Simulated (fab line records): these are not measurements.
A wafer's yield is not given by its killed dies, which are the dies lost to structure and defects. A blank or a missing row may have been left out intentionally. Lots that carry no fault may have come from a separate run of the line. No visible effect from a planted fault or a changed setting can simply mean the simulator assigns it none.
Chamber matching || flow nand harc || NHARC_P_M2_CMP_23 on cmp-01: 4 sister chambers
The step polishes, t overpolish 20 s, target thk 144.3 nm. 4 wafers are shown with their chamber, then 7 later ones without.

== WAFERS WITH THEIR CHAMBER ==
{"wafer": "L411.6", "chamber": 1, "motor current A (A)": 11.3}
{"wafer": "L413.4", "chamber": 0, "motor current A (A)": 12.5}
{"wafer": "L417.1", "chamber": 3, "motor current A (A)": 13.1}
{"wafer": "L418.4", "chamber": 2, "motor current A (A)": 11.2}

== WAFERS WITH NO CHAMBER GIVEN ==
{"wafer": "L418.5", "motor current A (A)": 11.3}
{"wafer": "L420.2", "motor current A (A)": 12.5}
{"wafer": "L420.4", "motor current A (A)": 11.9}
{"wafer": "L420.5", "motor current A (A)": 11.8}
{"wafer": "L424.2", "motor current A (A)": 11.9}
{"wafer": "L424.4", "motor current A (A)": 13.0}
{"wafer": "L424.5", "motor current A (A)": 13.2}

== THE CHAMBER EACH PASSED THROUGH ==
{"wafer": "L418.5", "from the rows above": "can't be placed: 1 or 2", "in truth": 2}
{"wafer": "L420.2", "from the rows above": "can't be placed: 0 or 3", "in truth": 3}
{"wafer": "L420.4", "from the rows above": "can't be placed: 0 or 1 or 2 or 3", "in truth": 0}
{"wafer": "L420.5", "from the rows above": "can't be placed: 1 or 2 or 0", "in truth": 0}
{"wafer": "L424.2", "from the rows above": "can't be placed: 0 or 1 or 2 or 3", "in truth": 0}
{"wafer": "L424.4", "from the rows above": "can't be placed: 3 or 0", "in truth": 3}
{"wafer": "L424.5", "from the rows above": "can't be placed: 3 or 0", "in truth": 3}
Correct placement for 0 of the 7. Can't be placed from these rows: 7 (the true chamber is among the candidates in 7). Placed wrongly: 0.
How it was worked out, from the rows above alone: a wafer's distance from a chamber is the root of the sum, over the readings, of the square of ((its reading less the chamber's mean) divided by the reading's scatter). The wafer belongs to the nearest chamber; if the next one is less than 2 further off, it can't be placed. Each chamber's mean is taken over the wafers shown for it. The scatter (one wafer shown for each chamber): square how far every hidden wafer sits from the nearest shown wafer, average those squares and take the square root.
